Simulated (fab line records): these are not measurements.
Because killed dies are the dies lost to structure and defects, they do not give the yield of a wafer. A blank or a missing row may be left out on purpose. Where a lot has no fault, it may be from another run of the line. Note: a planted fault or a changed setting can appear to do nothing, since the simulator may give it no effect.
Matching of chambers | flow n5-finfet | 3 sister chambers for N5_BEOL_M6_PECVD_70 on pecvd-03
The step deposits SiO2 from TEOS/O2, target thk 20 nm, time 22.7 s. 3 wafers are shown with their chamber, then 7 later ones without.

== WAFERS WITH THEIR CHAMBER ==
wafer  | chamber | throttle-valve-pct (%)
L091.3 | 2       | 21.3
L090.1 | 1       | 22.7
L090.2 | 0       | 23.0

== WAFERS MISSING THEIR CHAMBER ==
wafer  | throttle-valve-pct (%)
L090.3 | 21.3
L095.2 | 21.9
L095.4 | 22.8
L095.5 | 21.6
L096.3 | 22.8
L096.4 | 22.7
L096.6 | 23.3

== THE CHAMBER EACH PASSED THROUGH ==
wafer  | from the rows above          | in truth
L090.3 | 2                            | 2
L095.2 | can't be placed: 2 or 1 or 0 | 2
L095.4 | can't be placed: 1 or 0      | 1
L095.5 | 2                            | 2
L096.3 | can't be placed: 1 or 0      | 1
L096.4 | can't be placed: 1 or 0      | 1
L096.6 | can't be placed: 0 or 1      | 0
Correct placement for 2 of the 7. These rows do not allow placing 5 (true chamber among the candidates in 5). Placed wrongly: 0.
How it was worked out, from the rows above alone: a wafer's distance from a chamber is the root of the sum, over the readings, of the square of ((its reading less the chamber's mean) divided by the reading's scatter). The wafer belongs to the nearest chamber; if the next one is less than 2 further off, it can't be placed. Each chamber's mean is taken over the wafers shown for it. The scatter: with one shown wafer a chamber, the root of the mean of the squares of how far each hidden wafer lies from its nearest shown one.
